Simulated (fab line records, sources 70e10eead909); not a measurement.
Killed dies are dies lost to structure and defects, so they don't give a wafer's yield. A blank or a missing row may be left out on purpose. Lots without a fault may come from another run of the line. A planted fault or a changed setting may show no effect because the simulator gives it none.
Which tool did it? | flow nand_harc | 11 lots, 33 wafers sampled, at 5 steps of a route of 1302

WHAT THE GAUGES READ, wafer by wafer
NHARC_END_SORT_01. Usual: killed_at_array 52, standard deviation 19; killed_at_other 1.0, standard deviation 1.2; killed_at_periphery 4.1, standard deviation 2.8; killed_dies 57, standard deviation 19; killed_open 3.1, standard deviation 1.7; killed_short 2.5, standard deviation 1.5.
lot  | measured     | on        | killed_at_array | killed_at_other | killed_at_periphery | killed_dies | killed_open | killed_short | flag
L103 | day 24 10:01 | prober-01 | 53 70 46        | 0 0 0           | 3 3 0               | 56 73 46    | 2 6 5       | 1 3 0        |
L105 | day 24 23:59 | prober-02 | 65 52 47        | 0 3 0           | 6 3 5               | 71 58 52    | 4 3 3       | 4 1 2        |
L109 | day 27 02:43 | prober-01 | 49 89 51        | 2 0 1           | 3 0 3               | 54 89 55    | 5 2 1       | 2 1 2        |
L113 | day 29 02:55 | prober-02 | 55 59 40        | 1 2 0           | 8 4 9               | 64 65 49    | 1 2 1       | 1 1 1        |
L114 | day 29 02:52 | prober-01 | 663 669 669     | 2 4 1           | 12 4 7              | 677 677 677 | 3 2 2       | 2 2 3        | OFF
L117 | day 29 21:42 | prober-02 | 677 673 674     | 0 1 1           | 0 3 2               | 677 677 677 | 4 8 6       | 2 2 4        | OFF
L122 | day 32 06:58 | prober-02 | 46 65 26        | 1 2 0           | 5 4 3               | 52 71 29    | 8 0 2       | 2 2 3        |
L120 | day 32 18:06 | prober-01 | 26 38 32        | 0 0 1           | 0 2 2               | 26 40 35    | 2 5 5       | 1 2 3        |
L123 | day 33 03:47 | prober-01 | 42 20 34        | 1 0 1           | 1 1 3               | 44 21 38    | 2 2 2       | 5 1 2        |
L124 | day 33 03:14 | prober-02 | 70 73 71        | 1 4 4           | 7 8 6               | 78 85 81    | 1 5 5       | 3 4 3        |
L125 | day 33 19:44 | prober-01 | 62 65 69        | 0 0 0           | 3 3 2               | 65 68 71    | 3 4 4       | 2 0 4        |

WHICH TOOL RAN EACH LOT (tool, then ch and the chambers of the sampled wafers, then the start)
lot  | NHARC_A_CONTACT_DEP_24          | NHARC_A_CONTACT_DESCUM_47          | NHARC_A_CONTACT_ETCH_49                       | NHARC_A_CONTACT_ETCH_111
L103 | pecvd-03 ch 0,1,2, day 21 07:40 | rie_diel-08 ch 0,1,2, day 21 15:46 | rie_diel-08 ch 1,2, day 21 17:34 or earlier   | har_cap_etch-03 ch 0,1, day 21 17:34
L105 | pecvd-02 ch 1,2, day 21 23:15   | rie_diel-12 ch 0,2, day 22 06:04   | rie_diel-12 ch 0,1, day 22 07:55 or earlier   | har_cap_etch-02 ch 0,1, day 22 07:55
L109 | pecvd-03 ch 0,1,2, day 23 18:50 | rie_diel-05 ch 0,3, day 24 01:53   | rie_diel-05 ch 2,3, day 24 03:47 or earlier   | har_cap_etch-01 ch 0,1, day 24 03:47
L113 | pecvd-04 ch 1,2, day 25 08:13   | rie_diel-08 ch 0,3, day 25 17:39   | rie_diel-08 ch 0,1, day 25 19:29 or earlier   | har_cap_etch-01 ch 0,1, day 25 19:29
L114 | pecvd-03 ch 0,2, day 25 19:45   | rie_diel-05 ch 0,3, day 26 02:48   | rie_diel-05 ch 0,1,3, day 26 04:37 or earlier | har_cap_etch-01 ch 0,1, day 26 04:37
L117 | pecvd-04 ch 0,1,2, day 26 14:29 | rie_diel-08 ch 0,1,2, day 27 00:49 | rie_diel-08 ch 0,2,3, day 27 02:36 or earlier | har_cap_etch-03 ch 0,1, day 27 02:36
L122 | pecvd-04 ch 0,1,2, day 29 04:49 | rie_diel-08 ch 0,3, day 29 10:34   | rie_diel-08 ch 0,3, day 29 11:04              | har_cap_etch-01 ch 0,1, day 29 13:38
L120 | pecvd-03 ch 1,2, day 29 05:01   | rie_diel-12 ch 0,3, day 29 11:58   | rie_diel-12 ch 0,2,3, day 29 13:50 or earlier | har_cap_etch-03 ch 1, day 29 13:50
L123 | pecvd-02 ch 0,1, day 29 20:20   | rie_diel-08 ch 0,1,2, day 30 02:04 | rie_diel-08 ch 0,2,3, day 30 04:02 or earlier | har_cap_etch-02 ch 1, day 30 04:02
L124 | pecvd-04 ch 0,1, day 29 23:22   | rie_diel-05 ch 1,2,3, day 30 06:29 | rie_diel-05 ch 0,1,2, day 30 08:20 or earlier | har_cap_etch-01 ch 0,1, day 30 08:20
L125 | pecvd-04 ch 0,1,2, day 30 12:34 | rie_diel-08 ch 0,3, day 30 18:02   | rie_diel-08 ch 0,1,3, day 30 19:58 or earlier | har_cap_etch-01 ch 0,1, day 30 19:58
- NHARC_A_CONTACT_DEP_24: deposits SiO2, target thk 500 nm.
- NHARC_A_CONTACT_DESCUM_47: chemistry O2, time 3 s.
- NHARC_A_CONTACT_ETCH_49: etches the open film in N2/H2, target depth 260 nm, time 475.3 s.
- NHARC_A_CONTACT_ETCH_111: etches the open film in C4F8/O2/Ar, time 140 s, target depth 700 nm.

WHAT THE TOOLS THEMSELVES READ (means of the sampled wafers that have a number; where no wafer has one, the mark that the record gives instead)
NHARC_A_CONTACT_DEP_24. Usual: flow_sccm 2650 sccm, standard deviation 7.9; heater_power_w 552 W, standard deviation 94; throttle_valve_pct 16.0 %, standard deviation 0.66.
lot  | tool     | flow_sccm (sccm) | heater_power_w (W) | throttle_valve_pct (%) | flag
L103 | pecvd-03 | 2653             | 575                | 16.1                   |
L105 | pecvd-02 | 2655             | 655                | 16.0                   |
L109 | pecvd-03 | 2650             | 525                | 15.9                   |
L113 | pecvd-04 | 2647             | 558                | 16.1                   |
L114 | pecvd-03 | 2647             | 563                | 15.3                   |
L117 | pecvd-04 | 2653             | 521                | 16.1                   |
L122 | pecvd-04 | 2648             | 485                | 15.8                   |
L120 | pecvd-03 | 2646             | 465                | 16.3                   |
L123 | pecvd-02 | 2647             | 505                | 16.4                   |
L124 | pecvd-04 | 2645             | 556                | 16.0                   |
L125 | pecvd-04 | 2657             | 520                | 15.9                   |

NHARC_A_CONTACT_DESCUM_47. Usual: drypump_motor_current_A 5.93 A, standard deviation 0.28; oes_product_au 0.998 a.u., standard deviation 0.011; rf_vpp_V 57.7 V, standard deviation 0.84; showerhead_plenum_p_Torr 1.87 Torr, standard deviation 0.059; throttle_valve_pct 11.310 %, standard deviation 0.0083.
lot  | tool        | drypump_motor_current_A (A) | oes_product_au (a.u.) | rf_vpp_V (V) | showerhead_plenum_p_Torr (Torr) | throttle_valve_pct (%) | flag
L103 | rie_diel-08 | 6.16                        | 1.005                 | 57.7         | 1.93                            | 11.311                 |
L105 | rie_diel-12 | 5.82                        | 0.996                 | 57.7         | 1.89                            | 11.320                 |
L109 | rie_diel-05 | 5.64                        | 0.995                 | 58.0         | 1.84                            | 11.311                 |
L113 | rie_diel-08 | 5.75                        | 0.989                 | 57.0         | 1.83                            | 11.316                 |
L114 | rie_diel-05 | 5.65                        | 0.998                 | 58.2         | 1.84                            | 11.313                 |
L117 | rie_diel-08 | 6.16                        | 0.988                 | 57.7         | 1.92                            | 11.304                 |
L122 | rie_diel-08 | 5.91                        | 1.008                 | 57.6         | 1.87                            | 11.304                 |
L120 | rie_diel-12 | 5.76                        | 0.992                 | 57.5         | 1.81                            | 11.308                 |
L123 | rie_diel-08 | 6.15                        | 0.994                 | 57.8         | 1.92                            | 11.302                 |
L124 | rie_diel-05 | 5.97                        | 0.997                 | 57.5         | 1.81                            | 11.314                 |
L125 | rie_diel-08 | 5.75                        | 0.997                 | 57.4         | 1.82                            | 11.312                 |

NHARC_A_CONTACT_ETCH_49. Usual: bias_w 150.0 W, standard deviation 0.39; chamber_pressure_mTorr 30.001 mTorr, standard deviation 0.028; drypump_motor_current_A 5.94 A, standard deviation 0.27; oes_product_au 0.998 a.u., standard deviation 0.011; rf_vpp_V 429.3 V, standard deviation 1.9; showerhead_plenum_p_Torr 2.00 Torr, standard deviation 0.065; throttle_valve_pct 14.171 %, standard deviation 0.0096.
lot  | tool        | bias_w (W) | chamber_pressure_mTorr (mTorr) | drypump_motor_current_A (A) | oes_product_au (a.u.) | rf_vpp_V (V) | showerhead_plenum_p_Torr (Torr) | throttle_valve_pct (%) | flag
L103 | rie_diel-08 | 150.4      | 29.988                         | 6.23                        | 1.001                 | 430.9        | 2.07                            | 14.167                 |
L105 | rie_diel-12 | 150.3      | 30.011                         | 5.83                        | 1.012                 | 429.2        | 2.00                            | 14.175                 |
L109 | rie_diel-05 | 150.4      | 30.000                         | 5.98                        | 1.009                 | 429.7        | 1.98                            | 14.180                 |
L113 | rie_diel-08 | 150.1      | 29.979                         | 6.06                        | 1.001                 | 431.4        | 2.05                            | 14.173                 |
L114 | rie_diel-05 | 150.4      | 29.998                         | 5.74                        | 1.000                 | 427.8        | 1.94                            | 14.175                 |
L117 | rie_diel-08 | 150.1      | 30.013                         | 6.00                        | 0.989                 | 429.7        | 2.01                            | 14.168                 |
L122 | rie_diel-08 | 150.2      | 29.988                         | 5.80                        | 1.002                 | 427.9        | 1.95                            | 14.166                 |
L120 | rie_diel-12 | 149.8      | 30.015                         | 5.75                        | 0.988                 | 428.2        | 1.95                            | 14.177                 |
L123 | rie_diel-08 | 150.0      | 30.000                         | 6.01                        | 0.993                 | 429.1        | 2.00                            | 14.164                 |
L124 | rie_diel-05 | 150.3      | 30.028                         | 5.86                        | 1.006                 | 427.8        | 1.93                            | 14.178                 |
L125 | rie_diel-08 | 149.5      | 30.017                         | 5.91                        | 0.994                 | 429.3        | 1.99                            | 14.168                 |

NHARC_A_CONTACT_ETCH_111. Usual: chamber_pressure_mTorr 20.000 mTorr, standard deviation 0.018; oes_air_line_au 1.001 a.u., standard deviation 0.021.
lot  | tool            | chamber_pressure_mTorr (mTorr) | oes_air_line_au (a.u.) | flag
L103 | har_cap_etch-03 | 19.999                         | 0.991                  |
L105 | har_cap_etch-02 | 19.991                         | 0.992                  |
L109 | har_cap_etch-01 | 19.987                         | 1.007                  |
L113 | har_cap_etch-01 | 19.989                         | 1.017                  |
L114 | har_cap_etch-01 | -                              | -                      | OFF
L117 | har_cap_etch-03 | -                              | -                      | OFF
L122 | har_cap_etch-01 | 20.004                         | 0.977                  |
L120 | har_cap_etch-03 | 19.987                         | 0.980                  |
L123 | har_cap_etch-02 | 20.000                         | 0.994                  |
L124 | har_cap_etch-01 | 20.009                         | 0.989                  |
L125 | har_cap_etch-01 | 19.999                         | 0.999                  |

THE ANSWER, worked out from the rows above alone
Rule: a lot is off if the mean of its wafers that have a number lies more than 3 standard deviations from the usual mean. A lot without any number at a reading at which 4 lots or more have one is off too. The other lots that the step has rows for count as sound. The gauges are gone through in route order, then the tools' own readings, and for those a lot's mean is taken as printed above. The first step at which some lot is off is used, and at that step the reading that is off furthest; a lot without a number counts as furthest.
Off: L114, L117, at NHARC_END_SORT_01 (killed_at_array).
A tool fits if, at a process step before that reading, it ran every lot that is off, and no sound lot after the first of them. The gauges at NHARC_END_SORT_01 aren't tried: what is off there is off at NHARC_A_CONTACT_ETCH_111 too, on other tools, and a gauge's error can't cause that. NHARC_A_CONTACT_ETCH_49 gives no start for some lots, so the hours and the order of its lots are those of NHARC_A_CONTACT_ETCH_111. None of those tried fits.

WHAT THE SIMULATOR HAD PUT IN
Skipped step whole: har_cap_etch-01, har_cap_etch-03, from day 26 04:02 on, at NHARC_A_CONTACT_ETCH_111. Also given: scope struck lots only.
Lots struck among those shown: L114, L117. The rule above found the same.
